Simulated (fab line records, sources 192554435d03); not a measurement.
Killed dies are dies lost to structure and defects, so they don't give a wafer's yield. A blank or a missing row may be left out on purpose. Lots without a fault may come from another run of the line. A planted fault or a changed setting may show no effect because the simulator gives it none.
Split-lot experiment | flow n5_finfet | 7 lots, 39 wafers read, on a route of 1938 steps

THE SPLIT
At N5_BEOL_M11_DESCUM_16 (chemistry O2, time 7.9 s), the setting time_s was moved away from the recipe's 7.9 s on 12 of the 39 wafers read, by -57.5% to -22.5%. The other wafers ran this setting at the recipe's value.

The reading is taken at the split's own step.

THE READING
CAR-ArF_of_BEOL_M11_COAT_05.thk_nm (the simulator's own value, which no gauge read), in nm, at N5_BEOL_M11_DESCUM_16 (chemistry O2, time 7.9 s). The file gives no usual value for it. The 27 wafers here that ran the recipe average 83.5 nm, standard deviation 0.21 nm.

wafer  | tool, chamber at the split | time_s as run, s | against the recipe | CAR-ArF_of_BEOL_M11_COAT_05.thk_nm, nm | against lot-mates on the recipe
L078.1 | rie_diel-02, 3,0,3         | 7.9              | recipe             | 83.4                                   | -
L078.4 | rie_diel-02, 3,0,3         | 7.9              | recipe             | 83.4                                   | -
L078.5 | rie_diel-02, 3,0,3         | 7.9              | recipe             | 83.4                                   | -
L078.2 | rie_diel-02, 2             | 7.9              | recipe             | 83.6                                   | -
L078.6 | rie_diel-02, 2             | 7.9              | recipe             | 83.6                                   | -
L078.3 | rie_diel-02, 1             | 7.9              | recipe             | 83.2                                   | -
L082.1 | rie_diel-02, 0             | 7.9              | recipe             | 83.2                                   | -
L082.2 | rie_diel-02, 1,2           | 3.676            | -53.5%             | 86                                     | +2.7
L082.6 | rie_diel-02, 1,2           | 3.676            | -53.5%             | 86                                     | +2.7
L082.3 | rie_diel-02, 3             | 3.676            | -53.5%             | 85.8                                   | +2.5
L082.4 | rie_diel-02, 2             | 7.9              | recipe             | 83.6                                   | -
L082.5 | rie_diel-02, 1             | 7.9              | recipe             | 83                                     | -
L083.1 | rie_diel-01, 2,0           | 7.9              | recipe             | 83.4                                   | -
L083.5 | rie_diel-01, 2,0           | 7.9              | recipe             | 83.4                                   | -
L083.4 | rie_diel-01, 0             | 7.9              | recipe             | 83.6                                   | -
L088.1 | rie_diel-02, 3             | 3.356            | -57.5%             | 86.6                                   | +3.0
L088.2 | rie_diel-02, 1,3           | 3.356            | -57.5%             | 86.2                                   | +2.6
L088.6 | rie_diel-02, 1,3           | 3.356            | -57.5%             | 86.2                                   | +2.6
L088.3 | rie_diel-02, 2,0,2         | 7.9              | recipe             | 83.6                                   | -
L088.4 | rie_diel-02, 2,0,2         | 7.9              | recipe             | 83.6                                   | -
L088.5 | rie_diel-02, 2,0,2         | 7.9              | recipe             | 83.6                                   | -
L093.1 | rie_diel-02, 3,1           | 7.9              | recipe             | 83.2                                   | -
L093.4 | rie_diel-02, 3,1           | 7.9              | recipe             | 83.2                                   | -
L093.2 | rie_diel-02, 1,0           | 7.9              | recipe             | 83.4                                   | -
L093.6 | rie_diel-02, 1,0           | 7.9              | recipe             | 83.4                                   | -
L093.3 | rie_diel-02, 0,3           | 7.9              | recipe             | 83.6                                   | -
L093.5 | rie_diel-02, 0,3           | 7.9              | recipe             | 83.6                                   | -
L094.1 | rie_diel-01, 3,0           | 7.9              | recipe             | 83.8                                   | -
L094.2 | rie_diel-01, 3,0           | 7.9              | recipe             | 83.8                                   | -
L094.3 | rie_diel-01, 1,3           | 6.122            | -22.5%             | 84.8                                   | +1.1
L094.6 | rie_diel-01, 1,3           | 6.122            | -22.5%             | 84.8                                   | +1.1
L094.4 | rie_diel-01, 2             | 7.9              | recipe             | 83.6                                   | -
L094.5 | rie_diel-01, 2             | 6.122            | -22.5%             | 85                                     | +1.3
L096.1 | rie_diel-02, 0             | 7.9              | recipe             | 83.6                                   | -
L096.2 | rie_diel-02, 1,3           | 7.9              | recipe             | 83.8                                   | -
L096.5 | rie_diel-02, 1,3           | 7.9              | recipe             | 83.8                                   | -
L096.3 | rie_diel-02, 3             | 3.393            | -57.1%             | 86.4                                   | +2.7
L096.4 | rie_diel-02, 2             | 3.393            | -57.1%             | 86.8                                   | +3.1
L096.6 | rie_diel-02, 0             | 3.393            | -57.1%             | 86.6                                   | +2.9
Where a row lists several chambers, the file gives one row for several wafers and doesn't say which wafer went through which chamber.

THE FIT
A straight line over all 39 wafers: CAR-ArF_of_BEOL_M11_COAT_05.thk_nm changes by -0.0502 nm for each +1% of time_s; r = -0.98; the points scatter about the line by 0.23 nm.
The same after taking each lot's own level away (the mean of its wafers on the recipe; 39 wafers): -0.0492 nm for each +1%; r = -0.99; scatter 0.15 nm.
On that fit, the largest move of time_s shifts the reading by 2.8 nm.
The lots' own levels span 83.27 to 83.73 nm, that is 2.3 times the standard deviation above.
So the lot-to-lot level changes the slope little: the two slopes agree.
Check: with one of the wafers moved furthest among these (-57.5%) left out of the fit, the line predicts +2.81 nm for it against its lot-mates. It came out at +3 nm against them.

OTHER SPLITS ON THESE WAFERS
These wafers also went through other splits before the reading. Each is held against what the fit with the lots' levels taken away leaves over:
other split on the same wafers | wafers away from the commonest value | r with CAR-ArF_of_BEOL_M11_COAT_05.thk_nm (lot level and that fit taken away)
N5_BEOL_M8_DESCUM_33 time_s    | 15                                   | -0.24

THE FILE'S OWN FIT
CAR-ArF_of_BEOL_M11_COAT_05.thk_nm changes by -0.0492 nm for each +1% of time_s, r = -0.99.
